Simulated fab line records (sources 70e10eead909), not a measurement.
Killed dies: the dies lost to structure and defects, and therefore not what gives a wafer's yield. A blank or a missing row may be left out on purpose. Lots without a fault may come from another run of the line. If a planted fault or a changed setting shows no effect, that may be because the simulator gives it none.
Matching of chambers + flow nand-harc + NHARC_P_BONDPAD_STRIP_15 on rie-diel-13: 4 sister chambers
The step strips in O2. 4 wafers are shown with their chamber, then 9 later ones without.

== WAFERS, EACH WITH ITS CHAMBER ==
| wafer  | chamber | drypump-motor-current-A (A) |
|--------|---------|-----------------------------|
| L725.6 | 0       | 5.76                        |
| L729.1 | 2       | 5.65                        |
| L729.2 | 3       | 6.09                        |
| L729.5 | 1       | 5.64                        |

== WAFERS WHOSE CHAMBER IS MISSING ==
| wafer  | drypump-motor-current-A (A) |
|--------|-----------------------------|
| L728.1 | 5.69                        |
| L728.4 | 6.09                        |
| L728.5 | 6.10                        |
| L731.1 | 6.06                        |
| L731.3 | 5.74                        |
| L731.6 | 5.68                        |
| L730.1 | 6.12                        |
| L730.2 | 5.66                        |
| L730.3 | 5.75                        |

== WHICH CHAMBER EACH ONE RAN IN ==
| wafer  | from the rows above          | in truth |
|--------|------------------------------|----------|
| L728.1 | can't be placed: 2 or 1 or 0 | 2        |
| L728.4 | 3                            | 3        |
| L728.5 | 3                            | 3        |
| L731.1 | 3                            | 3        |
| L731.3 | 0                            | 0        |
| L731.6 | can't be placed: 2 or 1      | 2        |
| L730.1 | 3                            | 3        |
| L730.2 | can't be placed: 2 or 1      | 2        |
| L730.3 | 0                            | 0        |
6 of 9 placed correctly. Can't be placed from these rows: 3 (the true chamber is among the candidates in 3). Number placed wrongly: 0.
How it was worked out, from the rows above alone: a wafer's distance from a chamber is the root of the sum, over the readings, of the square of ((its reading less the chamber's mean) divided by the reading's scatter). If the next closest chamber is less than 2 further off than the closest, the wafer can't be placed; otherwise it belongs to the closest. The mean given for a chamber averages the wafers shown for that chamber. The scatter (one wafer shown for each chamber): square how far every hidden wafer sits from the nearest shown wafer, average those squares and take the square root.
